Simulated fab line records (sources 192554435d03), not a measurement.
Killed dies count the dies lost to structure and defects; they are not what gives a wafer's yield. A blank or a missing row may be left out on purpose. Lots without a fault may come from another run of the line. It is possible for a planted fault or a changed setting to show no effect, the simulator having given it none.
Split-lot study -- flow n5 finfet -- 21 wafers read from 7 lots, route of 1938 steps

THE SPLIT
At N5_BEOL_M7_HM_DEP_02 (deposits TiN, target thk 20 nm), the setting target thk a was moved away from the recipe's 200 angstrom on 8 of the 21 wafers read, by -10.5% to +3.6%. The other wafers ran this setting at the recipe's value.

FROM THE SPLIT TO THE READING: what the file shows between them, 4 steps
- N5_BEOL_M7_COAT_59: time 60 s, resist thk 100 nm
- N5_BEOL_M7_COAT_60: time 60 s, resist thk 35 nm
- N5_BEOL_M7_STRIP_68: strips in N2/H2
- N5_BEOL_M7_STRIP_67: strips in CF4

THE READING
etch.depth nm (the simulator's own value, which no gauge read), in nm, at N5_BEOL_M7_HM_OPEN_17 (chemistry Cl2/BCl3, target TiN, target depth 20 nm, overetch 6 nm). No usual value for it is given in the file. Across the 13 wafers here that went through the recipe, the average is 19.85 nm and the standard deviation 0.11 nm.

wafer,"tool, chamber at the split","target thk a as run, angstrom",against the recipe,"etch.depth nm, nm",against lot-mates on the recipe
L074.1,"pvd sputter-03, -",200,recipe,19.7,-
L074.3,"pvd sputter-03, -",200,recipe,19.81,-
L074.6,"pvd sputter-03, -",200,recipe,19.83,-
L080.1,"pvd sputter-01, -",200,recipe,19.91,-
L080.2,"pvd sputter-01, -",200,recipe,19.95,-
L080.6,"pvd sputter-01, -",200,recipe,19.69,-
L087.2,"pvd sputter-01, -",179.1,-10.5%,17.7,-2.19
L087.4,"pvd sputter-01, -",179.1,-10.5%,18.07,-1.82
L087.5,"pvd sputter-01, -",200,recipe,19.89,-
L090.1,"pvd sputter-02, -",200,recipe,19.77,-
L090.3,"pvd sputter-02, -",200,recipe,19.8,-
L090.6,"pvd sputter-02, -",200,recipe,19.78,-
L088.2,"pvd sputter-03, -",187.1,-6.5%,18.79,-1.27
L088.5,"pvd sputter-03, -",200,recipe,20.06,-
L088.6,"pvd sputter-03, -",187.1,-6.5%,18.75,-1.31
L095.3,"pvd sputter-02, -",200,recipe,20.01,-
L095.4,"pvd sputter-02, -",181,-9.5%,18.36,-1.65
L095.6,"pvd sputter-02, -",181,-9.5%,18.03,-1.98
L093.1,"pvd sputter-03, -",200,recipe,19.91,-
L093.4,"pvd sputter-03, -",207.3,+3.6%,20.73,+0.82
L093.6,"pvd sputter-03, -",207.3,+3.6%,20.75,+0.84

FIT RESULTS
A straight line over all 21 wafers: etch.depth nm changes by +0.187 nm for each +1% of target thk a; r = +0.99; the points scatter about the line by 0.14 nm.
The same after taking each lot's own level away (the mean of its wafers on the recipe; 21 wafers): +0.196 nm for each +1%; r = +0.99; scatter 0.1 nm.
The reading moves by 2.1 nm for the largest change in target thk a, on that fit.
The span of the lots' own levels, 19.780 to 20.060 nm, comes to 2.6 times the standard deviation stated above.
The two slopes agree, so the slope changes little with the lot-to-lot level.
Check: -1.99 nm against its lot-mates is what the line predicts for one of the wafers moved furthest among these (-10.5%) when that wafer is left out of the fit. Against them it came out at -2.19 nm.

THESE WAFERS: OTHER SPLITS
Other splits were also applied to these wafers ahead of the reading. Each is held against what the fit with the lots' levels taken away leaves over:
other split on the same wafers,wafers away from the commonest value,r with etch.depth nm (lot level and that fit taken away)
N5_BEOL_M5_EXPOSE_25 dose mj,4,-0.08
N5_BEOL_M6_EXPOSE_25 dose mj,5,-0.07
N5_BEOL_M6_ETCH_66 source w,6,+0.13
N5_BEOL_M7_ILD_DEP_00 time s,8,+0.07

THE WHOLE CHAIN: every reading that the file lists as answering this split, in the file's order
step,what it does,reading,change (the file's fit),r (the file's)
N5_BEOL_M7_HM_DEP_02,"deposits TiN, target thk 20 nm","TiN_of_BEOL_M7_HM_DEP_02.thk nm (the simulator's own value, which no gauge read)",+0.191 nm for each +1% of the setting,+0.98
N5_BEOL_M7_HM_OPEN_17,"chemistry Cl2/BCl3, target TiN, target depth 20 nm, overetch 6 nm","etch.depth nm (the simulator's own value, which no gauge read)",+0.194 nm for each +1% of the setting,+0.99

FILE'S OWN FIT
etch.depth nm changes by +0.194 nm for each +1% of target thk a, r = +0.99.
